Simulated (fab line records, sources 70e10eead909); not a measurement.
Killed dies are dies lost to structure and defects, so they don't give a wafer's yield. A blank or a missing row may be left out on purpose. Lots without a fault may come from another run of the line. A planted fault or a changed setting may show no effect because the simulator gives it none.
fab line records | flow nand_harc
record lots=6 wafers=18 last_day=35
route steps=1302 shown A_M0@1164 A_M1@1169 END@1302
lots that met no fault: from a run of the same line without faults
start_h: hours from the record's first day to the start of the lot's first wafer shown | wait_h: hours since the lot's step before | " the same as in the row above | L1.1+2: a row that stands for several wafers | - no value, or no start given | * or withheld: withheld | < > ~ a bound
route shown NAME@n: a module of which the file shows steps, and the number in the route of the first | usual: mean/standard deviation of fault-free wafers | same: alike in all rows | chamber/n: place in a boat | sites: the reading at each site | _std_site: their standard deviation | _edge_site: outer sites' mean less inner sites' | radius_mm: how far each site lies from the wafer's centre | mask NAME#n: copy n | behind: the tool/chamber that last shaped the wafer | hold: why the lot was held/for how many hours/how that ended | device: the transistor (n, p or np) that didn't switch | end of line: the same wafers' tests at the end of the route | a step without rows: its recipe alone | killed: dies lost to structure and defects at the first sort, not the wafer's yield | map: a wafer's dies, x killed, . not, _ none there
set.NAME: the setting as run; set.NAME@STEP: as run at that earlier step | model.NAME: the simulator's own value behind a step, which no gauge read
lots at some steps of the route; a table a step, a row a wafer
services: from which hour (start_h, from the record's first day; less than 0 if before it) a tool's chamber was out of use, for how many hours, and why
## steps
# step NHARC_A_M0_SRD_25
# step NHARC_A_M0_INSPECT_27
# usual raw_defect_count=565/150
# columns lot.wafer tool chamber start_h wait_h raw_defect_count
L460.2 defect_inspect-01 - 535.79 0.0 499
L460.5 " - " " 534
L460.6 " - " " 609
L467.1 defect_inspect-02 - 624.56 0.0 877
L467.4 " - " " 823
L467.5 " - " " 568
L466.2 defect_inspect-01 - 634.49 0.0 462
L466.4 " - " " 424
L466.5 " - " " 423
L480.2 defect_inspect-01 - 753.82 0.0 591
L480.4 " - " " 624
L480.6 " - " " 565
L481.1 defect_inspect-01 - 755.91 0.0 422
L481.2 " - " " 714
L481.4 " - " " 445
L482.1 defect_inspect-02 - 791.87 0.0 444
L482.4 " - " " 643
L482.5 " - " " 313
# step NHARC_A_M0_PRE_CLEAN_31
# recipe time_s=12 temp_c=370 rf_power_w=300 gas=NH3
# usual heater_power_outer_w=364/33 heater_power_w=638/68 rf_fwd_power_W=292.5/0.87
# columns lot.wafer tool chamber start_h wait_h heater_power_outer_w heater_power_w rf_fwd_power_W since_wet_clean_h
L460.2 pecvd-03 2 535.88 0.1 348 639 292.1 157
L460.5 " 1 " " 344 636 291.7 -
L460.6 " 2 " " 338 638 291.9 -
L467.1 pecvd-03 1 624.65 0.1 412 730 291.5 65
L467.5 " 2 " " 337 632 291.2 -
L467.4 " 1 " " 405 737 292.7 -
L466.2 pecvd-01 0 634.58 0.1 411 746 293.3 129
L466.4 " 1 " " 372 611 292.5 -
L466.5 " 2 " " 317 547 293.1 -
L480.2 pecvd-01 1 753.91 0.1 324 573 292.4 67
L480.4 " 2 " " 337 565 292.1 -
L480.6 " 1 " " 320 558 292.1 -
L481.2 pecvd-01 2 756.00 0.1 347 589 293.9 70
L481.1 " 0 " " 422 767 292.0 70
L481.4 " 0 " " 400 755 291.9 -
L482.1 pecvd-02 1 791.95 0.1 405 679 292.0 8
L482.5 " 1 " " 398 692 292.6 -
L482.4 " 2 " " 353 580 293.1 -
# step NHARC_A_M0_DEP_32
# recipe target_thk_a=300 temp_c=370 target_thk_nm=30 pressure_torr=3 flow_sccm=200 rf_w=450 material=SiCN
# usual chamber_pressure_Torr=3.000/0.0069 heater_power_outer_w=321/38 heater_power_w=580/72 rf_fwd_power_W=449.6/1.3
# columns lot.wafer tool chamber start_h wait_h chamber_pressure_Torr heater_power_outer_w heater_power_w rf_fwd_power_W since_wet_clean_h
L460.2 pecvd-03 2 536.02 0.1 3.001 366 663 450.0 157
L460.5 " 1 " " 3.004 338 629 449.2 -
L460.6 " 2 " " 2.992 366 667 450.0 -
L467.1 pecvd-03 1 624.79 0.1 3.008 327 595 451.9 65
L467.5 " 2 " " 2.999 344 636 450.5 -
L467.4 " 1 " " 3.003 323 606 450.5 -
L466.2 pecvd-01 0 634.72 0.1 2.993 379 705 452.3 129
L466.4 " 1 " " 3.000 317 538 450.7 -
L466.5 " 2 " " 3.006 269 484 449.5 -
L480.2 pecvd-01 1 754.05 0.1 3.009 270 488 448.8 68
L480.4 " 2 " " 2.997 300 513 447.3 -
L480.6 " 1 " " 3.001 275 497 449.6 -
L481.2 pecvd-01 2 756.11 0.1 2.993 257 442 448.9 70
L481.1 " 0 " " 3.009 366 697 447.2 70
L481.4 " 0 " " 3.005 368 675 447.3 -
L482.1 pecvd-02 1 792.06 0.1 2.997 351 621 448.8 9
L482.5 " 1 " " 2.992 358 606 449.5 -
L482.4 " 2 " " 3.009 311 535 449.7 -
# step NHARC_A_M1_DEP_00
# recipe target_thk_a=1825 target_thk_nm=182.5 temp_c=withheld pressure_torr=5 flow_sccm=200 rf_w=600 material=SiOC
# step NHARC_A_M1_DEHYDRATE_01
# recipe temp_c=150 time_s=120
# step NHARC_A_M1_HMDS_02
# recipe time_s=30
# step NHARC_A_M1_COAT_34
# recipe temp_c=200 time_s=65
# step NHARC_A_M1_COAT_03
# recipe spin_rpm=1500 resist_thk_nm=90
# step NHARC_A_M1_SOFTBAKE_04
# recipe temp_c=105 time_s=55
# step NHARC_A_M1_EBR_05
# step NHARC_A_M1_EXPOSE_06
# recipe na=1.35 target_cd_nm=120 dose_mj=75.13 mask_id=A_M1
# usual reticle_temp_C=23.00/0.11
# columns lot.wafer tool chamber start_h wait_h mask reticle_temp_C
L460.2 arfi_scanner-03 0 537.07 - A_M1#0 22.95
L460.5 " 0 " " A_M1#0 22.89
L460.6 " 0 " " A_M1#0 23.05
L467.1 arfi_scanner-01 0 625.78 - A_M1#0 23.06
L467.4 " 0 " " A_M1#0 23.11
L467.5 " 0 " " A_M1#0 23.12
L466.2 arfi_scanner-02 0 635.75 - A_M1#0 22.96
L466.4 " 0 " " A_M1#0 22.95
L466.5 " 0 " " A_M1#0 22.88
L480.2 arfi_scanner-02 0 754.95 - A_M1#0 22.84
L480.4 " 0 " " A_M1#0 22.94
L480.6 " 0 " " A_M1#0 23.04
L481.1 arfi_scanner-02 0 757.05 - A_M1#0 22.97
L481.2 " 0 " " A_M1#0 22.99
L481.4 " 0 " " A_M1#0 22.97
L482.1 arfi_scanner-03 0 793.13 - A_M1#0 23.27
L482.4 " 0 " " A_M1#0 22.92
L482.5 " 0 " " A_M1#0 22.97
# step NHARC_A_M1_PEB_07
# recipe peb_temp_c=100 peb_time_s=65
# step NHARC_A_M1_DEVELOP_08
# recipe develop_time_s=35 dev_temp_c=23
# step NHARC_A_M1_CD_MEAS_09
# recipe target_cd_nm=120 landing_energy_ev=500
# usual cd_nm=120.3/0.57
# columns lot.wafer tool chamber start_h wait_h cd_nm
L460.2 cd_sem-03 0 537.20 - 120.5
L460.5 " 0 " " 120.6
L460.6 " 0 " " 120.1
L467.1 cd_sem-01 0 625.92 - 120.3
L467.4 " 0 " " 119.4
L467.5 " 0 " " 119.5
L466.2 cd_sem-02 0 635.88 - 120.9
L466.4 " 0 " " 120.6
L466.5 " 0 " " 120.7
L480.2 cd_sem-01 0 755.09 - 119.0
L480.4 " 0 " " 121.2
L480.6 " 0 " " 120.8
L481.1 cd_sem-01 0 757.19 - 120.7
L481.2 " 0 " " 120.4
L481.4 " 0 " " 122.1
L482.1 cd_sem-03 0 793.26 - 120.4
L482.4 " 0 " " 119.5
L482.5 " 0 " " 119.8
# step NHARC_A_M1_OVL_MEAS_10
# recipe pitch_nm=240
# usual overlay_x_nm=-0.2/0.85 overlay_y_nm=0.1/0.79
# columns lot.wafer tool chamber start_h wait_h overlay_x_nm overlay_y_nm
L460.2 overlay-02 - 537.29 - 2.4 1.3
L460.5 " - " " 1.8 1.8
L460.6 " - " " 1.9 2.0
L467.1 overlay-02 - 626.01 - -0.6 0.6
L467.4 " - " " -1.0 0.2
L467.5 " - " " -1.1 0.9
L466.2 overlay-02 - 635.97 - 0.0 0.6
L466.4 " - " " 0.3 0.6
L466.5 " - " " 0.4 0.6
L480.2 overlay-02 - 755.18 - -1.2 -0.4
L480.4 " - " " -1.0 -0.2
L480.6 " - " " -0.4 0.4
L481.1 overlay-02 - 757.27 - -0.6 0.4
L481.2 " - " " -1.2 0.0
L481.4 " - " " -0.6 0.3
L482.1 overlay-01 - 793.35 - -0.4 -0.7
L482.4 " - " " -0.3 -0.3
L482.5 " - " " -1.0 -0.7
# step NHARC_A_M1_INSPECT_11
# usual raw_defect_count=79/33
# columns lot.wafer tool chamber start_h wait_h raw_defect_count
L460.2 defect_inspect-02 - 537.33 0.0 122
L460.5 " - " " 113
L460.6 " - " " 113
L467.1 defect_inspect-02 - 626.05 0.0 81
L467.4 " - " " 81
L467.5 " - " " 71
L466.2 defect_inspect-01 - 636.01 0.0 14
L466.4 " - " " 26
L466.5 " - " " 21
L480.2 defect_inspect-01 - 755.22 0.0 26
L480.4 " - " " 24
L480.6 " - " " 25
L481.1 defect_inspect-01 - 757.31 0.0 116
L481.2 " - " " 130
L481.4 " - " " 145
L482.1 defect_inspect-02 - 793.39 0.0 14
L482.4 " - " " 23
L482.5 " - " " 25
# step NHARC_A_M1_DESCUM_14
# recipe time_s=3 o2_flow_sccm=200 ar_flow_sccm=0 bias_power_w=0 chemistry=O2
# usual drypump_motor_current_A=5.75/0.26 oes_product_au=0.997/0.0098 rf_vpp_V=57.6/0.87 showerhead_plenum_p_Torr=1.89/0.069 throttle_valve_pct=11.310/0.008
# columns lot.wafer tool chamber start_h wait_h drypump_motor_current_A oes_product_au rf_hours_counter_h rf_vpp_V showerhead_plenum_p_Torr throttle_valve_pct model.A_M1.cd_nm
L460.2 rie_diel-13 3 537.41 0.1 5.40 0.992 0.6 58.7 1.85 11.310 120.9
L460.5 " 2 " " 6.15 1.005 - 57.3 1.87 11.311 119.9
L460.6 " 3 " " 5.42 0.991 - 57.5 1.85 11.302 120.7
L467.1 rie_diel-13 0 626.11 0.1 5.88 0.995 2.6 57.9 1.82 11.295 120.2
L467.4 " 2 " " 6.14 1.002 2.2 57.2 1.87 11.309 118.5
L467.5 " 3 " " 5.41 0.993 - 57.7 1.85 11.308 119.6
L466.4 rie_diel-13 2 636.07 0.1 6.15 1.012 2.6 56.5 1.87 11.290 120
L466.2 " 3 " " 5.42 0.993 3.4 57.2 1.85 11.311 121.2
L466.5 " 3 " " 5.42 0.998 - 56.9 1.85 11.312 121.2
L480.4 rie_diel-13 1 755.28 0.1 5.65 0.989 1.5 59.3 2.00 11.321 120.8
L480.2 " 0 " " 5.88 0.993 1.6 58.1 1.82 11.303 120
L480.6 " 2 " " 6.13 1.007 - 57.9 1.87 11.332 120.8
L481.1 rie_diel-02 1 757.37 0.1 5.95 1.007 0 57.3 1.83 11.309 120.9
L481.4 " 3 " " 5.70 0.994 0 57.5 1.90 11.296 121.4
L481.2 " 0 " " 5.53 0.985 0 57.6 1.99 11.313 120
L482.4 rie_diel-02 0 793.45 0.1 5.53 0.990 2.7 58.9 1.99 11.319 119.5
L482.1 " 2 " " 5.67 1.006 2.5 56.9 1.87 11.314 120.1
L482.5 " 1 " " 5.93 1.004 - 56.2 1.83 11.320 120
# step NHARC_A_M1_ETCH_35
# recipe target_depth_a=400 overetch_a=120 time_s=43.94 ion_energy_ev=200 n2_flow_sccm=150 h2_flow_sccm=150 ar_flow_sccm=0 rf_w=400 bias_w=150 chemistry=N2/H2
# usual drypump_motor_current_A=5.75/0.25 oes_product_au=0.996/0.0093 rf_fwd_power_W=394.1/2.3 rf_vpp_V=429.8/2.2 showerhead_plenum_p_Torr=2.01/0.076 throttle_valve_pct=14.172/0.0099
# columns lot.wafer tool chamber start_h wait_h drypump_motor_current_A oes_product_au rf_fwd_power_W rf_hours_counter_h rf_vpp_V showerhead_plenum_p_Torr throttle_valve_pct
L460.2 rie_diel-13 3 537.49 0.1 5.40 0.977 391.6 0.6 430.1 1.97 14.175
L460.5 " 3 " " 5.41 0.989 392.8 - 427.4 1.97 14.174
L460.6 " 0 " " 5.90 0.991 396.1 - 428.9 1.94 14.169
L467.1 rie_diel-13 2 626.19 0.1 6.13 1.017 391.5 2.2 430.5 1.99 14.167
L467.4 " 1 " " 5.66 1.013 395.0 1.9 433.5 2.14 14.179
L467.5 " 2 " " 6.12 1.020 392.7 - 429.0 1.99 14.171
L466.4 rie_diel-13 0 636.16 0.1 5.90 0.990 397.3 3.1 428.2 1.93 14.180
L466.2 " 2 " " 6.16 0.990 392.0 2.6 429.5 1.99 14.163
L466.5 " 0 " " 5.90 0.976 396.6 - 428.5 1.93 14.173
L480.4 rie_diel-13 2 755.36 0.1 6.11 1.005 390.3 1.4 428.9 1.99 14.170
L480.2 " 0 " " 5.89 0.998 396.8 1.6 427.4 1.93 14.161
L480.6 " 2 " " 6.11 1.001 392.6 - 428.1 1.99 14.154
L481.1 rie_diel-02 0 757.46 0.1 5.53 0.984 394.5 0.0 433.1 2.13 14.171
L481.4 " 1 " " 5.92 0.999 389.6 0.0 428.2 1.94 14.176
L481.2 " 3 " " 5.77 0.998 395.0 0.0 431.3 2.03 14.176
L482.1 rie_diel-02 3 793.55 0.1 5.72 0.997 395.5 1.8 429.2 2.03 14.186
L482.4 " 0 " " 5.51 0.992 391.0 2.7 432.2 2.13 14.172
L482.5 " 1 " " 5.99 1.007 393.4 - 427.7 1.94 14.173
# step NHARC_A_M1_ETCH_15
# recipe target_depth_a=1825 time_s=91.2 c4f8_flow_sccm=withheld ar_flow_sccm=400 rf_w=600 bias_w=300 chemistry=C4F8/Ar
# usual oes_product_au=0.955/0.019 rf_fwd_power_W=594.8/2.4 rf_vpp_V=440.3/2.4
# columns lot.wafer tool chamber start_h wait_h oes_product_au rf_fwd_power_W rf_hours_counter_h rf_vpp_V model.A_M1.cd_nm
L460.2 rie_diel-13 2 - - 0.963 590.9 0.6 440.8 121.3
L460.5 " 0 " " 0.957 595.3 - 437.3 120.3
L460.6 " 2 " " 0.957 591.7 - 440.3 120.3
L467.4 rie_diel-13 1 - - 0.935 596.9 1.9 443.5 118.3
L467.1 " 0 " " 0.920 594.9 2.7 438.0 119.5
L467.5 " 1 " " 0.925 597.1 - 444.3 119.4
L466.4 rie_diel-13 2 - - 0.967 591.4 2.6 438.6 119.8
L466.2 " 3 " " 0.962 591.8 3.4 440.0 120.9
L466.5 " 2 " " 0.957 590.2 - 440.8 121.1
L480.4 rie_diel-13 3 - - 0.943 592.6 1.4 438.3 120.5
L480.2 " 1 " " 0.920 597.2 1.6 442.9 119.8
L480.6 " 3 " " 0.946 592.4 - 439.0 120.6
L481.2 rie_diel-02 1 - - 0.954 592.9 0.0 438.7 119.7
L481.1 " 2 " " 0.953 595.5 0.0 439.5 121.5
L481.4 " 3 " " 0.971 593.1 0.0 441.0 121.1
L482.4 rie_diel-02 3 - - 0.964 595.7 1.8 439.9 120.4
L482.1 " 0 " " 0.953 592.6 2.7 444.8 119.8
L482.5 " 0 " " 0.949 594.4 - 442.0 120
# step NHARC_A_M1_CD_MEAS_16
# usual cd_nm=120.3/0.79
# columns lot.wafer tool chamber start_h wait_h cd_nm
L460.2 cd_sem-03 - 537.74 - 121.2
L460.5 " - " " 120.0
L460.6 " - " " 120.5
L467.1 cd_sem-03 - 626.41 - 119.9
L467.4 " - " " 118.4
L467.5 " - " " 119.3
L466.2 cd_sem-02 - 636.37 - 121.1
L466.4 " - " " 119.7
L466.5 " - " " 121.1
L480.2 cd_sem-02 - 755.59 - 119.8
L480.4 " - " " 121.0
L480.6 " - " " 120.4
L481.1 cd_sem-02 - 757.68 - 121.3
L481.2 " - " " 119.5
L481.4 " - " " 120.9
L482.1 cd_sem-02 - 793.76 - 120.0
L482.4 " - " " 120.2
L482.5 " - " " 119.8
# step NHARC_END_SORT_01
# recipe temp_c=25
# usual defect_limited_yield=91.3/2.7 killed_at_array=54/18 killed_at_other=0.9/1.2 killed_at_periphery=4.4/2.9 killed_dies=59/18 killed_open=3.2/1.8 killed_short=2.6/1.8
# same gross_dies=677
# columns lot.wafer tool chamber start_h wait_h defect_limited_yield[%] killed_at_array killed_at_other killed_at_periphery killed_dies killed_open killed_short
L460.2 prober-02 0 574.63 2.8 87.6 79 0 5 84 8 5
L460.5 prober-02 0 577.06 3.7 88.5 73 1 4 78 5 5
L460.6 prober-02 0 577.87 4.0 88.5 72 0 6 78 5 2
L467.1 prober-02 0 664.43 2.5 91.6 49 6 2 57 5 1
L467.4 prober-02 0 666.84 3.4 93.6 42 0 1 43 4 1
L467.5 prober-02 0 667.65 3.7 93.6 39 1 3 43 0 1
L466.2 prober-01 0 671.80 2.8 97.6 10 1 5 16 3 2
L466.4 prober-01 0 673.39 3.4 94.8 28 0 7 35 1 4
L466.5 prober-01 0 674.19 3.7 95.6 24 1 5 30 4 1
L481.1 prober-02 0 791.76 2.5 89.5 69 1 1 71 1 3
L481.2 prober-02 0 792.57 2.8 88.3 76 2 1 79 8 2
L481.4 prober-02 0 794.19 3.4 85.5 91 0 7 98 3 3
L480.2 prober-01 0 792.59 2.8 95.3 23 0 9 32 2 3
L480.4 prober-01 0 794.18 3.4 95.1 22 0 11 33 3 4
L480.6 prober-01 0 795.78 4.0 95.0 26 0 8 34 3 4
L482.1 prober-02 0 839.42 2.5 97.3 14 1 3 18 2 1
L482.4 prober-02 0 841.81 3.4 94.4 26 4 8 38 4 4
L482.5 prober-02 0 842.61 3.7 96.3 22 1 2 25 2 2
# killed by level:class
L460.2 A_CHANNEL_HOLE_D1:chamber_film_flake=29 A_SLIT:chamber_film_flake=29 A_CHANNEL_HOLE_D2:chamber_film_flake=4 A_CONTACT:chamber_film_flake=4 P_CONTACT:geometric_particle:open=3 P_M0:geometric_particle:open=2 A_CHANNEL_FILL_D2:geometric_particle:short=2 A_STAIRCASE:chamber_film_flake=2
L460.5 A_CHANNEL_HOLE_D1:chamber_film_flake=32 A_SLIT:chamber_film_flake=23 A_CHANNEL_HOLE_D2:chamber_film_flake=6 A_CONTACT:chamber_film_flake=4 P_CONTACT:geometric_particle:open=2 A_CHANNEL_FILL_D1:geometric_particle:short=2 P_STI:geometric_particle:short=1 P_M0:geometric_particle:open=1
L460.6 A_SLIT:chamber_film_flake=24 A_CHANNEL_HOLE_D1:chamber_film_flake=23 A_CHANNEL_HOLE_D2:chamber_film_flake=11 A_STAIRCASE:chamber_film_flake=3 A_CONTACT:chamber_film_flake=3 P_M0:geometric_particle:open=2 P_CONTACT:geometric_particle:open=1 A_DECK1_JOINT:geometric_particle:open=1
L467.1 A_CHANNEL_HOLE_D1:chamber_film_flake=26 A_CHANNEL_HOLE_D2:chamber_film_flake=14 HYBRID_BOND:chamber_film_flake=5 A_WL_FILL:geometric_particle:open=2 P_M0:geometric_particle:short=1 A_DECK1_JOINT:geometric_particle:open=1 A_BLC:geometric_particle:open=1 A_M1:geometric_particle:open=1
L467.4 A_CHANNEL_HOLE_D1:chamber_film_flake=20 A_CHANNEL_HOLE_D2:chamber_film_flake=12 A_CHANNEL_FILL_D1:chamber_film_flake=2 A_CONTACT:chamber_film_flake=2 P_CONTACT:geometric_particle:open=1 A_ONON_D2:geometric_particle:open=1 A_WL_FILL:geometric_particle:short=1 A_M0:geometric_particle:open=1
L467.5 A_CHANNEL_HOLE_D1:chamber_film_flake=20 A_CHANNEL_HOLE_D2:chamber_film_flake=15 A_DECK1_JOINT:geometric_particle:short=1 P_ZERO_WELL:chamber_film_flake=1 P_STI:chamber_film_flake=1 P_GATE:chamber_film_flake=1 A_SLIT:chamber_film_flake=1 A_DECK1_JOINT:chamber_film_flake=1
L466.2 A_CHANNEL_HOLE_D2:chamber_film_flake=5 P_STI:chamber_film_flake=4 A_WL_FILL:geometric_particle:open=2 P_M0:geometric_particle:short=1 A_ONON_D2:geometric_particle:open=1 A_BLC:geometric_particle:short=1 A_CHANNEL_HOLE_D1:chamber_film_flake=1 THIN_TSV:chamber_film_flake=1
L466.4 A_CHANNEL_HOLE_D1:chamber_film_flake=15 P_STI:chamber_film_flake=5 A_CHANNEL_HOLE_D2:chamber_film_flake=3 A_BLC:geometric_particle:short=2 A_STAIRCASE:chamber_film_flake=2 P_M0:geometric_particle:open=1 A_ONON_D2:geometric_particle:short=1 A_WL_FILL:geometric_particle:short=1
L466.5 A_CHANNEL_HOLE_D1:chamber_film_flake=9 A_CHANNEL_HOLE_D2:chamber_film_flake=5 A_SLIT:chamber_film_flake=3 P_STI:chamber_film_flake=2 P_M0:geometric_particle:open=1 A_CHANNEL_FILL_D2:geometric_particle:open=1 A_WL_FILL:geometric_particle:short=1 A_CONTACT:geometric_particle:open=1
L481.1 A_SLIT:chamber_film_flake=18 A_CHANNEL_HOLE_D2:chamber_film_flake=18 A_CHANNEL_HOLE_D1:chamber_film_flake=10 A_M1:chamber_film_flake=9 A_STAIRCASE:chamber_film_flake=3 A_WL_FILL:chamber_film_flake=3 A_CONTACT:chamber_film_flake=3 A_ONON_D1:geometric_particle:short=2
L481.2 A_SLIT:chamber_film_flake=24 A_CHANNEL_HOLE_D2:chamber_film_flake=18 A_CHANNEL_HOLE_D1:chamber_film_flake=12 A_M1:chamber_film_flake=6 A_STAIRCASE:chamber_film_flake=3 A_ONON_D1:geometric_particle:open=2 A_CONTACT:chamber_film_flake=2 A_ONON_D1:geometric_particle:short=1
L480.2 A_CONTACT:chamber_film_flake=7 A_SLIT:chamber_film_flake=6 P_BONDPAD:chamber_film_flake=4 P_GATE:chamber_film_flake=3 A_STAIRCASE:chamber_film_flake=3 P_ZERO_WELL:chamber_film_flake=2 A_ONON_D1:geometric_particle:short=1 A_ONON_D1:geometric_particle:open=1
L480.4 A_SLIT:chamber_film_flake=6 P_GATE:chamber_film_flake=4 P_BONDPAD:chamber_film_flake=4 A_STAIRCASE:chamber_film_flake=4 A_CONTACT:chamber_film_flake=3 A_CHANNEL_FILL_D1:geometric_particle:short=2 P_ZERO_WELL:chamber_film_flake=2 A_WL_FILL:chamber_film_flake=2
L481.4 A_SLIT:chamber_film_flake=34 A_CHANNEL_HOLE_D2:chamber_film_flake=29 A_CHANNEL_HOLE_D1:chamber_film_flake=7 A_WL_FILL:chamber_film_flake=4 A_DECK1_JOINT:chamber_film_flake=4 A_CONTACT:chamber_film_flake=4 A_STAIRCASE:chamber_film_flake=3 P_ZERO_WELL:chamber_film_flake=2
L480.6 A_SLIT:chamber_film_flake=9 P_BONDPAD:chamber_film_flake=5 A_CONTACT:chamber_film_flake=5 A_ONON_D1:geometric_particle:open=3 A_STAIRCASE:chamber_film_flake=3 A_WL_FILL:geometric_particle:short=2 P_GATE:chamber_film_flake=2 A_ONON_D1:geometric_particle:short=1
L482.1 A_SLIT:chamber_film_flake=6 A_STAIRCASE:chamber_film_flake=3 A_ONON_D2:geometric_particle:short=1 A_SGD_CUT:geometric_particle:open=1 A_WL_FILL:geometric_particle:open=1 P_ZERO_WELL:chamber_film_flake=1 P_STI:chamber_film_flake=1 P_BONDPAD:chamber_film_flake=1
L482.4 A_SLIT:chamber_film_flake=7 A_STAIRCASE:chamber_film_flake=6 THIN_TSV:chamber_film_flake=4 P_STI:chamber_film_flake=2 P_GATE:chamber_film_flake=2 A_DECK1_JOINT:chamber_film_flake=2 A_WL_FILL:chamber_film_flake=2 P_GATE:geometric_particle:short=1
L482.5 A_SLIT:chamber_film_flake=9 A_DECK1_JOINT:chamber_film_flake=3 A_CONTACT:chamber_film_flake=3 A_STAIRCASE:chamber_film_flake=2 A_ONON_D1:geometric_particle:open=1 A_CHANNEL_FILL_D1:geometric_particle:open=1 A_CHANNEL_FILL_D2:geometric_particle:short=1 A_SGD_CUT:geometric_particle:short=1
## services
# columns tool chamber start_h hours kind
arfi_scanner-02 - 518.87 5.1 repair
rie_diel-13 - 519.00 9.0 pm
pecvd-01 1 526.01 49.0 repair
arfi_scanner-03 - 540.00 4.0 pm
pecvd-03 - 547.00 13.0 pm
rie_diel-02 0 550.30 3.8 repair
rie_diel-02 - 570.70 9.0 pm
rie_diel-13 2 587.17 4.7 repair
arfi_scanner-02 - 601.52 2.0 repair
rie_diel-02 - 610.24 0.6 repair
rie_diel-02 0 655.16 3.5 repair
arfi_scanner-02 - 656.00 4.0 pm
pecvd-03 1 663.58 20.8 repair
arfi_scanner-02 - 669.42 2.5 repair
pecvd-03 2 672.99 4.3 repair
pecvd-01 - 673.46 13.0 pm
rie_diel-13 - 696.00 9.0 pm
arfi_scanner-02 - 699.17 0.6 repair
pecvd-03 - 716.57 0.7 repair
pecvd-03 - 725.76 0.3 repair
pecvd-03 - 728.00 13.0 pm
rie_diel-02 - 747.70 9.0 pm
rie_diel-02 1 761.89 5.4 repair
rie_diel-02 3 763.09 4.6 repair
## key
first_sign none at tools or gauges
model_effect step=NHARC_A_M1_DESCUM_14 value=A_M1.cd_nm without=119.6 struck=121
model_effect step=NHARC_A_M1_ETCH_15 value=A_M1.cd_nm without=119.6 struck=120.9
met_at NHARC_A_M1_EXPOSE_06
struck_wafers L480.4,L480.6,L481.1,L481.4
onset_between 635.75 754.95
fault kind=process_parameter_drift tool=arfi_scanner-02 chamber=- onset_h=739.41 steps=NHARC_A_M1_EXPOSE_06 channel=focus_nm offset=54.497 shape=step end_h=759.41 scope=struck_wafers_only
